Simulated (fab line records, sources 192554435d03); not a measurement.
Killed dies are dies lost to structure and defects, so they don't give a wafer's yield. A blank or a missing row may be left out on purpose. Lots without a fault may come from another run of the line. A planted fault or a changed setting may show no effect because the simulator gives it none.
Which tool did it? | flow n5_finfet | 12 lots, 36 wafers sampled, at 2 steps of a route of 1938

WHAT THE GAUGES READ, wafer by wafer
N5_BEOL_M12_THK_MEAS_50: measures by xrf.
lot  | measured     | on            | M12_THK (nm)
L075 | day 13 16:37 | film_metro-02 | 322 322 317
L076 | day 13 22:52 | film_metro-01 | 321 314 324
L079 | day 13 23:24 | film_metro-01 | 317 319 324
L082 | day 14 15:37 | film_metro-01 | 327 323 326
L084 | day 14 18:49 | film_metro-01 | 326 320 320
L085 | day 15 15:40 | film_metro-02 | 322 325 321
L088 | day 16 02:15 | film_metro-01 | 323 320 327
L089 | day 16 21:05 | film_metro-01 | 331 328 326
L093 | day 17 13:59 | film_metro-01 | 324 324 317
L091 | day 17 19:32 | film_metro-02 | 316 320 321
L095 | day 18 20:40 | film_metro-01 | 320 319 317
L094 | day 19 12:55 | film_metro-02 | 322 320 314

WHICH TOOL RAN EACH LOT (tool, then ch and the chambers of the sampled wafers, then the start)
lot  | N5_BEOL_M12_SPUTTER_45
L075 | pvd_sputter-02, day 13 15:19
L076 | pvd_sputter-03, day 13 21:58
L079 | pvd_sputter-03, day 13 22:32
L082 | pvd_sputter-02, day 14 14:37
L084 | pvd_sputter-02, day 14 17:57
L085 | pvd_sputter-02, day 15 14:49
L088 | pvd_sputter-01, day 16 01:24
L089 | pvd_sputter-02, day 16 19:46
L093 | pvd_sputter-03, day 17 13:07
L091 | pvd_sputter-02, day 17 18:40
L095 | pvd_sputter-03, day 18 19:46
L094 | pvd_sputter-01, day 19 12:00
- N5_BEOL_M12_SPUTTER_45: material Cu, target thk 80 nm, time 13.33 s.

THE ANSWER, worked out from the rows above alone
Rule: what is usual is taken from the lots themselves. Put in order of their means at a reading, lots are off if they are a third of the lots or fewer, leave a main group of 4 or more, and stand apart from it by a gap of 3 or more times the standard deviation of the main group's means; of several such gaps the widest counts. A main group whose means are all the same, to the digits that the tables above print for the reading, isn't used. A lot without any number at a reading at which 4 lots or more have one is off too. The other lots that the step has rows for count as sound.
No lot is off at any reading shown: from this, nothing can be told.

WHAT THE SIMULATOR HAD PUT IN
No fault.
